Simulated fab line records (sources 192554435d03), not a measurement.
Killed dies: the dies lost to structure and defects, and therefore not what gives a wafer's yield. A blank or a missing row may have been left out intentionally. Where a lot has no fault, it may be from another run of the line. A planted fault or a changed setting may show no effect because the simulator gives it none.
Problem report, 8D (eight disciplines) form, completed by code | flow n5 finfet | the parts of the form that need people (team, actions taken, sign-off) are left out

## 1. PROBLEM STATEMENT
Mean of run length s at N5_BEOL_M14_ETCH_59: 100.2 s across 2 wafers in 2 lots; on wafers with no fault it is 91.2 s (standard deviation 0.54). Measured from the usual mean, that is +17 standard deviations.
The step: etches BARC in N2/H2, target depth 89 nm, overetch 26.7 nm, time 67.9 s.
First observed at day 14 21:48: wafer L236.5, on rie diel-01. Wafers with a number at this step in the record: 32, from 11 lots. The rule behind "out" and "out of limits": a value lying over 4 standard deviations away from the usual mean. All remaining wafers that have a number are taken as sound.

## 2. WHAT IT IS AND WHAT IT IS NOT
question                    | is                | is not
which readings at this step | run length s      | oes product au, rf vpp V, showerhead plenum p Torr, throttle valve pct
which lots                  | L236, L237        | L225, L227, L229, L230, L238, L239, L244, L245, L246
which wafers of those lots  | L236.5, L237.1    | L236.3, L236.6, L237.3
read on which tools         | rie diel-01       | rie diel-02, rie diel-05
when                        | from day 14 21:48 | up to then (14 sound wafers); but 16 sound wafers of L237, L238, L239, L244, L245, L246 came after

## 3. WHAT RULES OUT EACH SUSPECT
Counting: a tool at a process step up to the reading stays a suspect if it ran every lot that is out. Sound lots after the first of them don't rule it out here, since some wafers of a struck lot are sound.
- rie diel-01 at N5_BEOL_M14_ETCH_59 (etches BARC in N2/H2, target depth 89 nm, overetch 26.7 nm, time 67.9 s): kept. It processed each lot that is out (first: L236, day 14 21:48); up to then, its last sound lot is L230 (day 13 00:39). Its own readings are out on those wafers: run length s.
Remaining after the count: rie diel-01 at N5_BEOL_M14_ETCH_59.

## 4. THE CAUSE (what the simulator had put in)
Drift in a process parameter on rie diel-01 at N5_BEOL_M14_ETCH_59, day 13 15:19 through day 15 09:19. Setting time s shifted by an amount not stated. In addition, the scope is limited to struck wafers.
Only this tool survived the counting.

## 5. THE CHAIN OF EFFECTS, in route order
Rows list readings where the struck wafers' mean (over those with a number) sits beyond 3 standard deviations from the usual. Only readings whose record carries a usual standard deviation are examined. hours: median over the lots of the time between each lot's start at the first step of this table that gives one and its start at this step. sigmas: the change, counted in usual standard deviations.
hours | step                | reading      | usual  | on struck wafers | change | sigmas
0     | N5_BEOL_M14_ETCH_59 | run length s | 91.2 s | 100.2            | +9.0   | +17
Here are the process steps it includes:
- N5_BEOL_M14_ETCH_59: etches BARC in N2/H2, target depth 89 nm, overetch 26.7 nm, time 67.9 s.

## 6. HOW IT WOULD HAVE BEEN CAUGHT EARLIER
In this record the first reading out of limits was taken at day 14 21:48, 30 hours after the fault began at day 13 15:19.
